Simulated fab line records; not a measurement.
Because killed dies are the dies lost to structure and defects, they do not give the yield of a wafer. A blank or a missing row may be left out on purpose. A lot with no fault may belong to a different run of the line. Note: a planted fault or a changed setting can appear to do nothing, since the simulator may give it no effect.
Split-lot study + flow n5Finfet + 39 wafers read across 7 lots, on a route 1938 steps long

THE SPLIT
At N5_BEOL_M2_VIA_ETCH_34 (etches the open film in C4F6/O2, target depth 69.4 nm, time 65.9 s), the setting targetDepthA was moved away from the recipe's 694 angstrom on 18 of the 39 wafers read, by -58.7% to +55.3%. This setting was run at the recipe's value on the other wafers.

The reading comes from the split's own step.

THE READING
SOC_of_BEOL_M2_COAT_67.thkNm (the simulator's own value, which no gauge read), in nm, at N5_BEOL_M2_VIA_ETCH_34 (etches the open film in C4F6/O2, target depth 69.4 nm, time 65.9 s). No usual value for it is given in the file. Across the 21 wafers here that went through the recipe, the average is 51.9 nm and the standard deviation 0.26 nm.

| wafer  | tool, chamber at the split | targetDepthA as run, angstrom | against the recipe | SOC_of_BEOL_M2_COAT_67.thkNm, nm | against lot-mates on the recipe |
|--------|----------------------------|-------------------------------|--------------------|----------------------------------|---------------------------------|
| L074.1 | rieDiel-01, 2              | 921.5                         | +32.8%             | 49                               | -2.9                            |
| L074.2 | rieDiel-01, 3              | 921.5                         | +32.8%             | 49.2                             | -2.7                            |
| L074.3 | rieDiel-01, 0              | 694                           | recipe             | 52                               | -                               |
| L074.4 | rieDiel-01, 1              | 694                           | recipe             | 51.8                             | -                               |
| L074.5 | rieDiel-01, 0              | 694                           | recipe             | 51.8                             | -                               |
| L074.6 | rieDiel-01, 1              | 921.5                         | +32.8%             | 49.2                             | -2.7                            |
| L075.1 | rieDiel-06, 3              | 694                           | recipe             | 51.6                             | -                               |
| L075.2 | rieDiel-06, 2              | 342.7                         | -50.6%             | 55.8                             | +4.0                            |
| L075.3 | rieDiel-06, 1              | 342.7                         | -50.6%             | 55.8                             | +4.0                            |
| L075.4 | rieDiel-06, 0              | 694                           | recipe             | 52                               | -                               |
| L075.5 | rieDiel-06, 0              | 694                           | recipe             | 51.8                             | -                               |
| L075.6 | rieDiel-06, 3              | 342.7                         | -50.6%             | 56                               | +4.2                            |
| L077.1 | rieDiel-06, 2              | 488.2                         | -29.7%             | 54.4                             | +2.2                            |
| L077.2 | rieDiel-06, 0              | 488.2                         | -29.7%             | 54.6                             | +2.4                            |
| L077.3 | rieDiel-06, 3              | 488.2                         | -29.7%             | 54.6                             | +2.4                            |
| L077.4 | rieDiel-06, 1              | 694                           | recipe             | 52                               | -                               |
| L077.5 | rieDiel-06, 0              | 694                           | recipe             | 52.4                             | -                               |
| L077.6 | rieDiel-06, 3              | 694                           | recipe             | 52.2                             | -                               |
| L078.1 | rieDiel-01, 2              | 694                           | recipe             | 51.8                             | -                               |
| L078.2 | rieDiel-01, 3              | 286.7                         | -58.7%             | 56.6                             | +4.8                            |
| L078.3 | rieDiel-01, 0              | 694                           | recipe             | 51.6                             | -                               |
| L078.4 | rieDiel-01, 1              | 286.7                         | -58.7%             | 56.8                             | +5.0                            |
| L078.5 | rieDiel-01, 2              | 694                           | recipe             | 52                               | -                               |
| L078.6 | rieDiel-01, 3              | 286.7                         | -58.7%             | 56.8                             | +5.0                            |
| L082.1 | rieDiel-01, 1              | 694                           | recipe             | 51.8                             | -                               |
| L082.2 | rieDiel-01, 2              | 466.9                         | -32.7%             | 54.6                             | +2.7                            |
| L082.3 | rieDiel-01, 3              | 694                           | recipe             | 52                               | -                               |
| L082.4 | rieDiel-01, 0              | 466.9                         | -32.7%             | 54.6                             | +2.7                            |
| L082.5 | rieDiel-01, 0              | 694                           | recipe             | 52                               | -                               |
| L082.6 | rieDiel-01, 1              | 466.9                         | -32.7%             | 54.4                             | +2.5                            |
| L088.2 | rieDiel-06, 1              | 694                           | recipe             | 51.4                             | -                               |
| L088.3 | rieDiel-06, 3              | 694                           | recipe             | 51.4                             | -                               |
| L088.4 | rieDiel-06, 0              | 694                           | recipe             | 51.4                             | -                               |
| L087.1 | rieDiel-06, 2              | 1078                          | +55.3%             | 47.4                             | -4.6                            |
| L087.2 | rieDiel-06, 3              | 1078                          | +55.3%             | 47.6                             | -4.4                            |
| L087.3 | rieDiel-06, 0              | 1078                          | +55.3%             | 47.4                             | -4.6                            |
| L087.4 | rieDiel-06, 1              | 694                           | recipe             | 52                               | -                               |
| L087.5 | rieDiel-06, 0              | 694                           | recipe             | 52                               | -                               |
| L087.6 | rieDiel-06, 1              | 694                           | recipe             | 52                               | -                               |

FIT RESULTS
A straight line over all 39 wafers: SOC_of_BEOL_M2_COAT_67.thkNm changes by -0.0816 nm for each +1% of targetDepthA; r = -1.00; the points scatter about the line by 0.22 nm.
The same after taking each lot's own level away (the mean of its wafers on the recipe; 39 wafers): -0.082 nm for each +1%; r = -1.00; scatter 0.12 nm.
Per that fit: largest targetDepthA move, reading shift of 4.8 nm.
The lots' own levels span 51.40 to 52.20 nm, that is 3.1 times the standard deviation above.
The two slopes are in agreement: the lot-to-lot level therefore moves the slope only a little.
Check: for one of the wafers moved furthest among these (-58.7%), held out of the fit, the line's prediction against its lot-mates is +4.8 nm. It came out at +4.8 nm against them.

FURTHER SPLITS ON THESE WAFERS
Note: prior to the reading, these wafers also went through further splits. Each is held against what the fit with the lots' levels taken away leaves over:
| other split on the same wafers | wafers away from the commonest value | r with SOC_of_BEOL_M2_COAT_67.thkNm (lot level and that fit taken away) |
|--------------------------------|--------------------------------------|-------------------------------------------------------------------------|
| N5_BEOL_M0_SAQP_PECVD_04 timeS | 12                                   | +0.18                                                                   |
| N5_BEOL_M1_CVD_47 targetThkA   | 12                                   | +0.05                                                                   |

THE WHOLE CHAIN: every reading that the file lists as answering this split, in the file's order
| step                   | what it does                                                       | reading                                                                       | change (the file's fit)                | r (the file's) |
|------------------------|--------------------------------------------------------------------|-------------------------------------------------------------------------------|----------------------------------------|----------------|
| N5_BEOL_M2_VIA_ETCH_34 | etches the open film in C4F6/O2, target depth 69.4 nm, time 65.9 s | etch.depthNm (the simulator's own value, which no gauge read)                 | +0.694 nm for each +1% of the setting  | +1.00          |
| N5_BEOL_M2_VIA_ETCH_34 | etches the open film in C4F6/O2, target depth 69.4 nm, time 65.9 s | SOC_of_BEOL_M2_COAT_67.thkNm (the simulator's own value, which no gauge read) | -0.0819 nm for each +1% of the setting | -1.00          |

FILE'S OWN FIT
SOC_of_BEOL_M2_COAT_67.thkNm changes by -0.0819 nm for each +1% of targetDepthA, r = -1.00.
